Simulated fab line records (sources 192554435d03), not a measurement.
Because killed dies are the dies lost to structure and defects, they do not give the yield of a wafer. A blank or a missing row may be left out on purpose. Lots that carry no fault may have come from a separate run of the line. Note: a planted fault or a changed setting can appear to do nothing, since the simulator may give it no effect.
Comparing a struck lot with a sound one ; flow n5_finfet ; 33 steps out of a route of 1938
Sound: these wafers, L449.2, L449.3, L449.4. The struck wafers were L464.4, L464.5, L464.6. The cause is given at the end.
Each step with rows lists, per side, the tool, then ch with its chambers, then its first start. Under that, the readings that differ: sound wafers ; struck wafers ; difference of the means ; sigmas: that difference in standard deviations of wafers without a fault.
alike: readings with means less than 2 such deviations apart, plus words and numbers identical on both sides. not compared: withheld readings, readings lacking a value on some wafer, bounds such as >300 that could conceal the same value, and numbers that have no deviation in the record and whose values overlap.
A row with sigmas, a row that says differs or no value, or rows on one side alone: a step with any of these is where the two part. Numbers that have no deviation but don't overlap get no sigmas and don't part them. A reading missing from all wafers of one side parts the sides only when that side holds two or more wafers.

first, 7 steps without rows for these wafers: N5_SD_ACTIVATION_LSA_01 (time 0.0008 s); N5_ILD0_LINER_00 (material SiNx, target thk 4 nm, pulse time 1 s, purge time 2 s); N5_ILD0_FCVD_FILL_01 (material SiO2 flowable, target thk 200 nm, time 328.3 s); N5_ILD0_CURE_02 (time 1800 s); N5_ILD0_CMP_03 (polishes, stops on SiNx, t overpolish 1.9 s, target thk 197.38 nm); N5_ILD0_CMP_07 (polishes SiO2 flowable, stops on poly-Si, t overpolish 1.18 s, target thk 138.88 nm); N5_ILD0_PRECLEAN_10 (cleans in NF3:NH3, afs cycles 5, time 20 s, sublimation time 60 s).
N5_ILD0_ALD_15: deposits SiNx, target thk 24 nm, pulse time 1 s, ald cycles 480.
  sound on ald_sin-03 ch 0,1,2, day 4 11:17; struck on ald_sin-02 ch 0,1, day 8 07:10
  alike: chamber_pressure_Torr, heater_power_w, precursor_pulse_height_rel
then, 24 steps without rows for these wafers: N5_ILD0_CMP_12 (polishes SiNx, stops on poly-Si, t overpolish 6 s, target thk 17.67 nm); N5_SDB_HM_DEP_00 (deposits SiNx from SiH4/NH3/N2, target thk 40 nm, time 35.3 s); N5_SDB_COAT_03 (time 60 s, resist thk 100 nm); N5_SDB_COAT_04 (time 60 s, resist thk 18 nm); N5_SDB_COAT_05 (resist thk 90 nm); N5_SDB_EBR_07; N5_SDB_SOFTBAKE_06 (time 60 s); N5_SDB_EXPOSE_08 (exposes mask SDB); N5_SDB_PEB_09 (peb time 60 s); N5_SDB_DEVELOP_10 (develop time 30 s); N5_SDB_DESCUM_16 (chemistry O2, time 7.9 s); N5_SDB_ETCH_17 (etches SiARC in CF4, target depth 23.4 nm, time 39 s); N5_SDB_ETCH_18 (etches SOC in N2/H2, target depth 100 nm, overetch 20 nm, time 150 s); N5_SDB_STRIP_19 (strips in N2/H2); N5_SDB_STRIP_21 (strips in CF4); N5_SDB_HM_OPEN_20 (chemistry CH3F/O2, target SiNx, stops on poly-Si, target depth 24 nm); N5_SDB_STRIP_22 (strips in N2/H2); N5_SDB_PRECLEAN_23 (cleans in dHF, time 30 s); N5_SDB_DUMMY_REMOVE_24 (chemistry TMAH, target poly-Si, stops on SiO2, target depth 142 nm, time 57 s, rinse time 30 s); N5_SDB_ETCH_25 (etches SiO2 in C4F6/O2, target depth 10 nm, time 3.3 s); N5_SDB_CUT_ETCH_26 (etches Si in HBr/Cl2/O2, target depth 129.6 nm, bt time 20 s, time 51.8 s); N5_SDB_PRECLEAN_38 (cleans in dHF, time 10 s); N5_SDB_PRECLEAN_39 (cleans in O3/DIW, time 45 s); N5_SDB_SRD_28 (time 30 s).
-- the record jumps here: 9 days lie between the struck wafers' starts before and after (it left off in module SDB and takes up again in module PASSIVATION, whose first step shown is number 1936 of the route) --
N5_PASSIVATION_PROBE_49:
  rows exist in the record for the struck wafers here (prober-01, day 16 22:57), but not for the sound ones

== WHERE THEY PART ==
Only at N5_PASSIVATION_PROBE_49, as far as this record shows.

WHY: what had been put in by the simulator
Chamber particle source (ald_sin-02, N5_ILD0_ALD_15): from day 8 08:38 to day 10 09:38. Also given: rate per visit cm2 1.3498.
